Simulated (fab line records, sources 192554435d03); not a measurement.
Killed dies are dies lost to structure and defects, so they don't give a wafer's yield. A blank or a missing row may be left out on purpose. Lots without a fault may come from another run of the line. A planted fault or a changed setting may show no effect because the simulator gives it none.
Split-lot experiment | flow n5_finfet | 7 lots, 21 wafers read, on a route of 1938 steps

THE SPLIT
At N5_SDB_ALD_29 (deposits SiNx, target thk 30 nm, pulse time 1 s, ald cycles 600), the setting ald_cycles was moved away from the recipe's 600 on 5 of the 21 wafers read, by -12.7% to +12.0%. The other wafers ran this setting at the recipe's value.

The reading is taken at the split's own step.

THE READING
SiNx_of_SDB_ALD_29.thk_nm (the simulator's own value, which no gauge read), in nm, at N5_SDB_ALD_29 (deposits SiNx, target thk 30 nm, pulse time 1 s, ald cycles 600). The file gives no usual value for it. The 16 wafers here that ran the recipe average 30.0 nm, standard deviation 0.16 nm.

wafer  | tool, chamber at the split | ald_cycles as run | against the recipe | SiNx_of_SDB_ALD_29.thk_nm, nm | against lot-mates on the recipe
L079.3 | ald_sin-01, 1              | 600               | recipe             | 29.8                          | -
L079.6 | ald_sin-01, 1              | 600               | recipe             | 29.8                          | -
L079.5 | ald_sin-01, 2              | 524               | -12.7%             | 26.2                          | -3.6
L081.2 | ald_sin-03, 1,0            | 600               | recipe             | 30                            | -
L081.4 | ald_sin-03, 1,0            | 600               | recipe             | 30                            | -
L081.6 | ald_sin-03, 3              | 600               | recipe             | 30.2                          | -
L087.2 | ald_sin-01, 1,2            | 600               | recipe             | 30.2                          | -
L087.3 | ald_sin-01, 1,2            | 600               | recipe             | 30.2                          | -
L087.6 | ald_sin-01, 2              | 600               | recipe             | 30                            | -
L090.1 | ald_sin-03, 0              | 668               | +11.3%             | 33.6                          | +3.7
L090.2 | ald_sin-03, 1              | 600               | recipe             | 30                            | -
L090.6 | ald_sin-03, 0              | 600               | recipe             | 29.8                          | -
L091.1 | ald_sin-03, 0,3,3          | 600               | recipe             | 30.2                          | -
L091.4 | ald_sin-03, 0,3,3          | 600               | recipe             | 30.2                          | -
L091.5 | ald_sin-03, 0,3,3          | 600               | recipe             | 30.2                          | -
L096.3 | ald_sin-01, 3              | 600               | recipe             | 29.8                          | -
L096.5 | ald_sin-01, 1              | 672               | +12.0%             | 33.4                          | +3.5
L096.6 | ald_sin-01, 2              | 600               | recipe             | 30                            | -
L097.3 | ald_sin-01, 2,0            | 659               | +9.8%              | 32.8                          | +2.8
L097.4 | ald_sin-01, 2,0            | 659               | +9.8%              | 32.8                          | +2.8
L097.5 | ald_sin-01, 2              | 600               | recipe             | 30                            | -
Where a row lists several chambers, the file gives one row for several wafers and doesn't say which wafer went through which chamber.

THE FIT
A straight line over all 21 wafers: SiNx_of_SDB_ALD_29.thk_nm changes by +0.294 nm for each +1% of ald_cycles; r = +1.00; the points scatter about the line by 0.16 nm.
The same after taking each lot's own level away (the mean of its wafers on the recipe; 21 wafers): +0.294 nm for each +1%; r = +1.00; scatter 0.12 nm.
On that fit, the largest move of ald_cycles shifts the reading by 3.7 nm.
The lots' own levels span 29.80 to 30.20 nm, that is 2.6 times the standard deviation above.
So the lot-to-lot level changes the slope little: the two slopes agree.
Check: with one of the wafers moved furthest among these (-12.7%) left out of the fit, the line predicts -3.78 nm for it against its lot-mates. It came out at -3.6 nm against them.

OTHER SPLITS ON THESE WAFERS
These wafers also went through other splits before the reading. Each is held against what the fit with the lots' levels taken away leaves over:
other split on the same wafers | wafers away from the commonest value | r with SiNx_of_SDB_ALD_29.thk_nm (lot level and that fit taken away)
N5_DUMMY_GATE_COAT_34 spin_rpm | 6                                    | -0.22
N5_SD_EPI_N_COAT_33 spin_rpm   | 6                                    | +0.22
N5_SD_EPI_N_ETCH_35 time_s     | 4                                    | +0.55
N5_ILD0_CMP_03 down_force_psi  | 11                                   | -0.19
N5_SDB_ETCH_18 time_s          | 8                                    | -0.29

THE WHOLE CHAIN: every reading that the file lists as answering this split, in the file's order
step          | what it does                                                      | reading                                                                    | change (the file's fit)                                                            | r (the file's)
N5_SDB_ALD_29 | deposits SiNx, target thk 30 nm, pulse time 1 s, ald cycles 600   | SiNx_of_SDB_ALD_29.thk_nm (the simulator's own value, which no gauge read) | +0.297 nm for each +1% of the setting                                              | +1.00
N5_SDB_CMP_30 | polishes, stops on poly-Si, t overpolish 1.54 s, target thk 30 nm | SiNx_of_SDB_ALD_29.thk_nm (the simulator's own value, which no gauge read) | not straight: 26.2 at the lowest setting, 30.03 at the recipe, 30.6 at the highest | not given

THE FILE'S OWN FIT
SiNx_of_SDB_ALD_29.thk_nm changes by +0.297 nm for each +1% of ald_cycles, r = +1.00.
